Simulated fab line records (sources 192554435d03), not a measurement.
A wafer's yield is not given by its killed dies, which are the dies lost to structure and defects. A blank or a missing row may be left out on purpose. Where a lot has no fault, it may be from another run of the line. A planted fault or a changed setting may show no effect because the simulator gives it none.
Chamber matching -- flow n5 finfet -- N5_BEOL_M9_CURE_71 on uv cure-03 has 3 sister chambers
The step cures SiCOH lowk, time 240 s. 18 wafers are shown with their chamber, then 9 later ones without.

## WAFERS WITH THEIR CHAMBER
wafer,chamber,wafer_temp_C_max,lamp power pct (%)
L074.3,2,385.7,52.31
L074.4,2,385.9,52.39
L074.5,2,386.3,52.34
L079.1,2,386.3,52.30
L079.4,2,386.2,52.43
L079.6,2,386.4,52.28
L077.1,1,385.7,52.23
L077.3,1,386.3,52.32
L077.6,1,385.7,52.34
L085.2,2,386.8,52.31
L085.4,2,386.0,52.31
L085.6,2,386.0,52.33
L087.1,2,386.0,52.35
L087.2,2,386.1,52.30
L087.6,2,386.0,52.34
L088.1,0,386.7,52.37
L088.4,0,386.3,52.21
L088.6,0,386.6,52.40

SIGNATURES (averages over the wafers above)
reading,chamber 0,chamber 1,chamber 2,scatter within a chamber
wafer_temp_C_max,386.533,385.900,386.142,0.285
lamp power pct,52.3267,52.2967,52.3325,0.0562
Rule: a wafer's distance from a chamber is the root of the sum, over the readings, of the square of ((its reading less the chamber's mean) divided by the reading's scatter). If the next closest chamber is less than 2 further off than the closest, the wafer can't be placed; otherwise it belongs to the closest. The scatter is the square root of a quotient: the sum, over the shown wafers, of each reading's squared deviation from its chamber's mean, divided by wafers minus chambers.

## WAFERS WHOSE CHAMBER IS MISSING
wafer,wafer_temp_C_max,lamp power pct (%)
L089.2,386.3,52.41
L089.3,386.3,52.29
L089.5,386.3,52.25
L091.2,386.7,52.30
L091.4,386.8,52.34
L091.6,387.2,52.38
L093.1,385.9,52.38
L093.4,386.1,52.30
L093.6,386.3,52.34

## WHICH CHAMBER EACH WENT THROUGH
wafer,from the rows above,in truth
L089.2,can't be placed: 2 or 0 or 1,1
L089.3,can't be placed: 2 or 0 or 1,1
L089.5,can't be placed: 2 or 0 or 1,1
L091.2,can't be placed: 0 or 2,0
L091.4,can't be placed: 0 or 2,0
L091.6,can't be placed: 0 or 2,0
L093.1,can't be placed: 2 or 1 or 0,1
L093.4,can't be placed: 2 or 1 or 0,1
L093.6,can't be placed: 2 or 0 or 1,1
0 of 9 placed correctly. Cannot be placed on the basis of these rows: 9; the candidates contain the true chamber in 9. 0 placed wrongly.
